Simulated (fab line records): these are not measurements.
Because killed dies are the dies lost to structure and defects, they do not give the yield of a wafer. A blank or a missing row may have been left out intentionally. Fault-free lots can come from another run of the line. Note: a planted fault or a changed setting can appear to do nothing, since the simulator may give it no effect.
Matching of chambers + flow n5 finfet + N5_BEOL_M9_ETCH_65 on rie diel-06: 4 sister chambers
The step etches SiARC in CF4, target depth 15.6 nm, time 26 s. 4 wafers are shown with their chamber, then 10 later ones without.

== WAFERS, EACH WITH ITS CHAMBER ==
| wafer  | chamber | throttle valve pct (%) |
|--------|---------|------------------------|
| L078.2 | 2       | 15.88                  |
| L085.3 | 3       | 15.53                  |
| L086.2 | 1       | 15.90                  |
| L086.3 | 0       | 15.54                  |

== WAFERS MISSING THEIR CHAMBER ==
| wafer  | throttle valve pct (%) |
|--------|------------------------|
| L086.4 | 15.45                  |
| L093.1 | 15.57                  |
| L093.3 | 15.92                  |
| L093.4 | 15.47                  |
| L092.1 | 15.46                  |
| L092.2 | 15.57                  |
| L092.3 | 15.92                  |
| L095.2 | 15.91                  |
| L095.5 | 15.92                  |
| L095.6 | 15.58                  |

== THE CHAMBER EACH PASSED THROUGH ==
| wafer  | from the rows above     | in truth |
|--------|-------------------------|----------|
| L086.4 | can't be placed: 3 or 0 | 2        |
| L093.1 | can't be placed: 0 or 3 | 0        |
| L093.3 | can't be placed: 1 or 2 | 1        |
| L093.4 | can't be placed: 3 or 0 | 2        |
| L092.1 | can't be placed: 3 or 0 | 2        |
| L092.2 | can't be placed: 0 or 3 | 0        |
| L092.3 | can't be placed: 1 or 2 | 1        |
| L095.2 | can't be placed: 1 or 2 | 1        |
| L095.5 | can't be placed: 1 or 2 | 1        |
| L095.6 | can't be placed: 0 or 3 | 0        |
0 of 10 placed correctly. From these rows, 10 cannot be placed; in 7 the true chamber is one of the candidates. Placed wrongly: 0.
How it was worked out, from the rows above alone: a wafer's distance from a chamber is the root of the sum, over the readings, of the square of ((its reading less the chamber's mean) divided by the reading's scatter). The wafer belongs to the nearest chamber; if the next one is less than 2 further off, it can't be placed. The mean given for a chamber averages the wafers shown for that chamber. The scatter (one wafer shown for each chamber): square how far every hidden wafer sits from the nearest shown wafer, average those squares and take the square root.
